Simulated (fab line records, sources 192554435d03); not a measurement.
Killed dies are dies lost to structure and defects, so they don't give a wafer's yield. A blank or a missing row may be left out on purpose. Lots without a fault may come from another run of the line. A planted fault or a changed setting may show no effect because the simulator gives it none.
One fault seen from 3 desks | flow n5_finfet | each desk has only its own numbers; what lay behind them comes last
Where a reading is given only as a bound, like >300, the bound stands for it, and a mean or a difference that rests on one is marked > or <: the true number lies beyond.

THE DEFECT DESK
What the inspections along the route counted, lot by lot: means of the sampled wafers that have a number. A lot is out of limits, marked OUT, if its mean lies more than 4 standard deviations from the usual mean; the brackets give that distance.
Columns: A = raw_defect_count at N5_BEOL_M13_INSPECT_12, usual 2.0; B = raw_defect_count at N5_BEOL_M13_INSPECT_30, usual 2.2
lot  | first seen here | A   | B
L565 | day 12 08:29    | 1.7 | 2.0
L567 | day 13 11:14    | 3.0 | 2.0
L566 | day 13 17:20    | 1.3 | 1.7
L572 | day 13 17:44    | 2.0 | 2.3
L571 | day 13 17:55    | 2.3 | >101 (>+66) OUT
L570 | day 14 01:52    | 1.3 | >101 (>+66) OUT
L584 | day 17 21:08    | 2.7 | 2.3
L583 | day 18 11:47    | 1.7 | 2.0
L582 | day 18 13:58    | 2.7 | 1.3
L587 | day 18 19:22    | 0.7 | 2.0
This desk's finding: out of limits on L570, L571; first on L571, day 13 19:34 (raw_defect_count at N5_BEOL_M13_INSPECT_30). In limits: L565, L567, L566, L572, L584, L583, L582, L587.

THE METROLOGY DESK
What the gauges read, lot by lot, whatever tool the lot ran on: means of the sampled wafers that have a number. A lot is out of limits, marked OUT, if its mean lies more than 4 standard deviations from the usual mean; the brackets give that distance.
Columns: A = M13_OVL at N5_BEOL_M13_OVL_MEAS_29, usual -3 nm
lot  | first seen here | A
L565 | day 12 09:24    | -1
L567 | day 13 12:21    | 1
L566 | day 13 18:26    | -4
L572 | day 13 18:58    | -4
L571 | day 13 19:32    | -11
L570 | day 14 02:55    | -0
L584 | day 17 22:03    | -5
L583 | day 18 12:59    | -7
L582 | day 18 14:53    | -5
L587 | day 18 20:25    | -1
This desk's finding: nothing out of limits on any of the 10 lots.

THE TOOL OWNER'S DESK: rie_diel-01
The tool's own readings at N5_BEOL_M13_ETCH_59 (etches BARC in N2/H2, target depth 89 nm, overetch 26.7 nm, time 67.9 s): means of the sampled wafers that have a number, for each lot that ran on this tool. A lot is out of limits, marked OUT, if its mean lies more than 4 standard deviations from the usual mean; the brackets give that distance.
Columns: A = drypump_motor_current_A at N5_BEOL_M13_ETCH_59, usual 5.3 A; B = h2_flow_sccm at N5_BEOL_M13_ETCH_59, usual 200.1 sccm; C = oes_product_au at N5_BEOL_M13_ETCH_59, usual 0.66 a.u.; D = rf_vpp_V at N5_BEOL_M13_ETCH_59, usual 525.8 V; E = showerhead_plenum_p_Torr at N5_BEOL_M13_ETCH_59, usual 2.61 Torr; F = throttle_valve_pct at N5_BEOL_M13_ETCH_59, usual 17.90 %
lot  | first seen here | A   | B     | C    | D     | E    | F
L572 | day 13 17:59    | 5.3 | 199.8 | 0.68 | 526.1 | 2.63 | 17.81
L571 | day 13 18:17    | 5.1 | 199.3 | 0.62 | 525.7 | 2.60 | 17.85
L570 | day 14 01:56    | 5.1 | 200.1 | 0.62 | 525.8 | 2.60 | 17.86
L584 | day 17 21:11    | 5.0 | 199.9 | 0.61 | 525.9 | 2.58 | 17.90
L583 | day 18 12:08    | 5.3 | 200.5 | 0.64 | 525.0 | 2.61 | 17.87
L582 | day 18 14:01    | 5.3 | 200.3 | 0.64 | 525.4 | 2.61 | 17.86
L587 | day 18 19:34    | 5.3 | 199.6 | 0.64 | 525.6 | 2.61 | 17.87
This desk's finding: nothing out of limits on any of the 7 lots.

PUT TOGETHER
The defect desk could have raised an alarm at day 13 19:34, on L570, L571.
The metrology desk saw nothing out of limits.
The tool owner's desk saw nothing out of limits.
The metrology desk has L570, L571 on record, within its limits.
The tool owner's desk has L570, L571 on record, within its limits.
Of the lots named, all ran N5_BEOL_M13_ETCH_59 on rie_diel-01.

WHAT THE SIMULATOR HAD PUT IN
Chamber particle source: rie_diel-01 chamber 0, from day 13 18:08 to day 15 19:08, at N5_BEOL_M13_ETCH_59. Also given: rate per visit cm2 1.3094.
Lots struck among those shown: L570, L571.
Hours from the fault's start to each desk's first reading out of limits: the defect desk, 1.
